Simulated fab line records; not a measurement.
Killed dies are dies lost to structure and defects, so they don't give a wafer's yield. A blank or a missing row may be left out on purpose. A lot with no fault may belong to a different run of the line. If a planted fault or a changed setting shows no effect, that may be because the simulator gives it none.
Which of the tools did it? || flow nand-harc || 6 lots, 18 wafers sampled, at 5 steps of a route of 1159

== WHAT EACH GAUGE READ, for each wafer ==
NHARC_END_SORT_01.
{"lot": "L311", "measured": "day 23 15:14", "on": "prober-01", "killed-at-array": "32 32 675"}

== TOOL THAT RAN EACH LOT (tool first, then ch and the chambers of the sampled wafers, then the start) ==
{"lot": "L301", "NHARC_A_STAIRCASE_ETCH_221": "rie-diel-08 ch 0,1,2, day 12 01:47 or earlier", "NHARC_A_STAIRCASE_TRIM_226": "rie-diel-08 ch 0,1, day 12 01:47 or earlier", "NHARC_A_STAIRCASE_TRIM_229": "rie-diel-08 ch 0,1, day 12 01:47", "NHARC_A_STAIRCASE_ETCH_236": "rie-diel-08 ch 0,1,3, day 12 02:40"}
{"lot": "L303", "NHARC_A_STAIRCASE_ETCH_221": "rie-diel-05 ch 1,2, day 13 05:38 or earlier", "NHARC_A_STAIRCASE_TRIM_226": "rie-diel-05 ch 0,2,3, day 13 05:38 or earlier", "NHARC_A_STAIRCASE_TRIM_229": "rie-diel-05 ch 0,3, day 13 05:38", "NHARC_A_STAIRCASE_ETCH_236": "rie-diel-05 ch 0,1,2, day 13 06:32"}
{"lot": "L307", "NHARC_A_STAIRCASE_ETCH_221": "rie-diel-05 ch 0,2, day 14 00:31 or earlier", "NHARC_A_STAIRCASE_TRIM_226": "rie-diel-05 ch 1,2,3, day 14 00:31 or earlier", "NHARC_A_STAIRCASE_TRIM_229": "rie-diel-05 ch 0,2,3, day 14 00:31", "NHARC_A_STAIRCASE_ETCH_236": "rie-diel-05 ch 0,2,3, day 14 01:26"}
{"lot": "L310", "NHARC_A_STAIRCASE_ETCH_221": "rie-diel-13 ch 0,1,2, day 15 00:41 or earlier", "NHARC_A_STAIRCASE_TRIM_226": "rie-diel-13 ch 0,2,3, day 15 00:41 or earlier", "NHARC_A_STAIRCASE_TRIM_229": "rie-diel-08 ch 0,1, day 15 00:41", "NHARC_A_STAIRCASE_ETCH_236": "rie-diel-08 ch 1,2, day 15 01:49"}
{"lot": "L311", "NHARC_A_STAIRCASE_ETCH_221": "rie-diel-13 ch 0,1,2, day 15 07:20 or earlier", "NHARC_A_STAIRCASE_TRIM_226": "rie-diel-13 ch 2,3, day 15 07:20 or earlier", "NHARC_A_STAIRCASE_TRIM_229": "rie-diel-08 ch 0,3, day 15 07:20", "NHARC_A_STAIRCASE_ETCH_236": "rie-diel-08 ch 0,2,3, day 15 08:19"}
{"lot": "L320", "NHARC_A_STAIRCASE_ETCH_221": "rie-diel-05 ch 0,1,2, day 16 16:56 or earlier", "NHARC_A_STAIRCASE_TRIM_226": "rie-diel-05 ch 2,3, day 16 16:56 or earlier", "NHARC_A_STAIRCASE_TRIM_229": "rie-diel-13 ch 0,1,2, day 16 16:56", "NHARC_A_STAIRCASE_ETCH_236": "rie-diel-13 ch 1,2, day 16 17:49"}
- NHARC_A_STAIRCASE_ETCH_221: etches the open film in C4F8/O2, target depth 100 nm, time 40.5 s.
- NHARC_A_STAIRCASE_TRIM_226: chemistry O2, time 211.2 s.
- NHARC_A_STAIRCASE_TRIM_229: chemistry O2, time 211.2 s.
- NHARC_A_STAIRCASE_ETCH_236: etches the open film in C4F8/O2, target depth 100 nm, time 40.5 s.

== THE ANSWER, worked out from the rows above alone ==
Rule: the lots themselves supply what counts as usual. The widest of any qualifying gaps counts: lots, ordered by their means at a reading, are off when they make up no more than a third of the lots, leave a main group of 4 or more, and stand apart from it by 3 or more times the standard deviation of that group's means. The tables above print the reading to a certain number of digits; a main group whose means all agree to those digits is not used. A lot without any number at a reading at which 4 lots or more have one is off too. Where the step has rows for the other lots, those lots are counted as sound.
None of the lots is off at any reading shown; this tells nothing.

== WHAT THE SIMULATOR PUT IN ==
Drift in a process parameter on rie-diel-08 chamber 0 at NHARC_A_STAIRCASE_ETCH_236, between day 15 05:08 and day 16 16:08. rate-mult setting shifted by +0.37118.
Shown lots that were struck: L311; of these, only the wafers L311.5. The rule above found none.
